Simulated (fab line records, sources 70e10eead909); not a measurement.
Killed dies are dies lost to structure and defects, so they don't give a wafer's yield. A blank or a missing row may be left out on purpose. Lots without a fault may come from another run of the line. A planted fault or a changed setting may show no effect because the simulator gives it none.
Chamber matching | flow nand_harc | NHARC_P_BONDPAD_ETCH_12 on rie_diel-13: 4 sister chambers
The step etches the open film in CHF3/O2, target depth 200 nm, time 100 s. 8 wafers are shown with their chamber, then 7 later ones without.

WAFERS WITH THEIR CHAMBER
wafer  | chamber | showerhead_plenum_p_Torr (Torr) | drypump_motor_current_A (A)
L766.2 | 0       | 2.53                            | 6.3
L766.4 | 2       | 2.56                            | 5.0
L778.6 | 3       | 2.24                            | 5.7
L779.1 | 2       | 2.55                            | 4.9
L779.2 | 0       | 2.53                            | 6.3
L779.3 | 1       | 2.44                            | 4.9
L780.3 | 3       | 2.24                            | 5.7
L780.4 | 1       | 2.44                            | 4.9

WAFERS WITHOUT THEIR CHAMBER
wafer  | showerhead_plenum_p_Torr (Torr) | drypump_motor_current_A (A)
L780.6 | 2.55                            | 5.0
L781.2 | 2.55                            | 4.9
L781.4 | 2.53                            | 6.3
L781.5 | 2.24                            | 5.7
L784.1 | 2.53                            | 6.3
L784.3 | 2.44                            | 4.9
L784.6 | 2.53                            | 6.3

WHICH CHAMBER EACH WENT THROUGH
wafer  | from the rows above | in truth
L780.6 | 2                   | 2
L781.2 | 2                   | 2
L781.4 | 0                   | 0
L781.5 | 3                   | 3
L784.1 | 0                   | 0
L784.3 | 1                   | 1
L784.6 | 0                   | 0
Placed correctly: 7 of 7. Can't be placed from these rows: 0. Placed wrongly: 0.
How it was worked out, from the rows above alone: a wafer's distance from a chamber is the root of the sum, over the readings, of the square of ((its reading less the chamber's mean) divided by the reading's scatter). The wafer belongs to the nearest chamber; if the next one is less than 2 further off, it can't be placed. A chamber's mean is the mean of its shown wafers. The scatter: the root of (the sum of the squares of (reading less its chamber's mean) over the shown wafers, divided by (wafers less chambers)).
